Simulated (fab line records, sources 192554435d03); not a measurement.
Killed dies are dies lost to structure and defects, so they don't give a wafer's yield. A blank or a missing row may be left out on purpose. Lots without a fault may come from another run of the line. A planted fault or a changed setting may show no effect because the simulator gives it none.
Split-lot experiment | flow n5_finfet | 7 lots, 21 wafers read, on a route of 1938 steps

THE SPLIT
At N5_BEOL_M8_PECVD_70 (deposits SiO2 from TEOS/O2, target thk 20 nm, time 22.7 s), the setting temp_c was moved away from the recipe's 400 C on 6 of the 21 wafers read, by -1.8% to +2.6%. The other wafers ran this setting at the recipe's value.

FROM THE SPLIT TO THE READING: what the file shows between them, 2 steps
- N5_BEOL_M8_DEVELOP_10: develop time 30 s (also split here: develop_time_s)
- N5_BEOL_M8_STRIP_80: strips in N2/H2, time 10 s

THE READING
SiO2_of_BEOL_M8_PECVD_70.thk_nm (the simulator's own value, which no gauge read), in nm, at N5_BEOL_M8_HM_STRIP_39 (strips TiN in peroxide tin strip, target depth 25 nm, time 158 s). The file gives no usual value for it. The 15 wafers here that ran the recipe average 20.1 nm, standard deviation 0.32 nm.

wafer  | tool, chamber at the split | temp_c as run, C | against the recipe | SiO2_of_BEOL_M8_PECVD_70.thk_nm, nm | against lot-mates on the recipe
L075.2 | pecvd-04, 0                | 394.5            | -1.4%              | 21                                  | +0.8
L075.3 | pecvd-04, 0                | 400              | recipe             | 20.2                                | -
L075.6 | pecvd-04, 0                | 394.5            | -1.4%              | 20.8                                | +0.6
L081.2 | pecvd-03, 2                | 400              | recipe             | 19.6                                | -
L081.3 | pecvd-03, 1                | 400              | recipe             | 19.8                                | -
L081.6 | pecvd-03, 2                | 409.9            | +2.5%              | 18.6                                | -1.1
L082.2 | pecvd-03, 0                | 400              | recipe             | 20                                  | -
L082.5 | pecvd-03, 2,0              | 400              | recipe             | 20.2                                | -
L082.6 | pecvd-03, 2,0              | 400              | recipe             | 20.4                                | -
L083.2 | pecvd-04, 0                | 392.8            | -1.8%              | 20.8                                | +0.8
L083.3 | pecvd-04, 2                | 400              | recipe             | 19.8                                | -
L083.4 | pecvd-04, 1                | 400              | recipe             | 20.2                                | -
L086.2 | pecvd-02, 2                | 400              | recipe             | 20.4                                | -
L086.3 | pecvd-02, 1                | 400              | recipe             | 20.4                                | -
L086.6 | pecvd-02, 2                | 400              | recipe             | 20.8                                | -
L089.1 | pecvd-03, 2                | 410.5            | +2.6%              | 18.4                                | -1.8
L089.5 | pecvd-03, 0                | 400              | recipe             | 20.2                                | -
L089.6 | pecvd-03, 1                | 410.5            | +2.6%              | 18.8                                | -1.4
L093.1 | pecvd-04, 2                | 400              | recipe             | 19.6                                | -
L093.3 | pecvd-04, 0                | 400              | recipe             | 20                                  | -
L093.4 | pecvd-04, 0                | 400              | recipe             | 20                                  | -
Where a row lists several chambers, the file gives one row for several wafers and doesn't say which wafer went through which chamber.

THE FIT
A straight line over all 21 wafers: SiO2_of_BEOL_M8_PECVD_70.thk_nm changes by -0.557 nm for each +1% of temp_c; r = -0.91; the points scatter about the line by 0.3 nm.
The same after taking each lot's own level away (the mean of its wafers on the recipe; 21 wafers): -0.536 nm for each +1%; r = -0.96; scatter 0.18 nm.
On that fit, the largest move of temp_c shifts the reading by 1.4 nm.
The lots' own levels span 19.70 to 20.53 nm, that is 2.6 times the standard deviation above.
So the lot-to-lot level changes the slope little: the two slopes agree.
Check: with one of the wafers moved furthest among these (+2.6%) left out of the fit, the line predicts -1.28 nm for it against its lot-mates. It came out at -1.8 nm against them.

OTHER SPLITS ON THESE WAFERS
These wafers also went through other splits before the reading. Each is held against what the fit with the lots' levels taken away leaves over:
other split on the same wafers       | wafers away from the commonest value | r with SiO2_of_BEOL_M8_PECVD_70.thk_nm (lot level and that fit taken away)
N5_BEOL_M7_PECVD_70 time_s           | 7                                    | +0.09
N5_BEOL_M7_COAT_71 spin_rpm          | 10                                   | -0.07
N5_BEOL_M7_EXPOSE_25 dose_mj         | 7                                    | -0.12
N5_BEOL_M8_DEVELOP_10 develop_time_s | 5                                    | -0.28

THE WHOLE CHAIN: every reading that the file lists as answering this split, in the file's order
step                   | what it does                                                     | reading                                                                          | change (the file's fit)               | r (the file's)
N5_BEOL_M8_PECVD_70    | deposits SiO2 from TEOS/O2, target thk 20 nm, time 22.7 s        | SiO2_of_BEOL_M8_PECVD_70.thk_nm (the simulator's own value, which no gauge read) | -0.538 nm for each +1% of the setting | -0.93
N5_BEOL_M8_HM_STRIP_39 | strips TiN in peroxide tin strip, target depth 25 nm, time 158 s | SiO2_of_BEOL_M8_PECVD_70.thk_nm (the simulator's own value, which no gauge read) | -0.514 nm for each +1% of the setting | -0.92

THE FILE'S OWN FIT
SiO2_of_BEOL_M8_PECVD_70.thk_nm changes by -0.514 nm for each +1% of temp_c, r = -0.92.
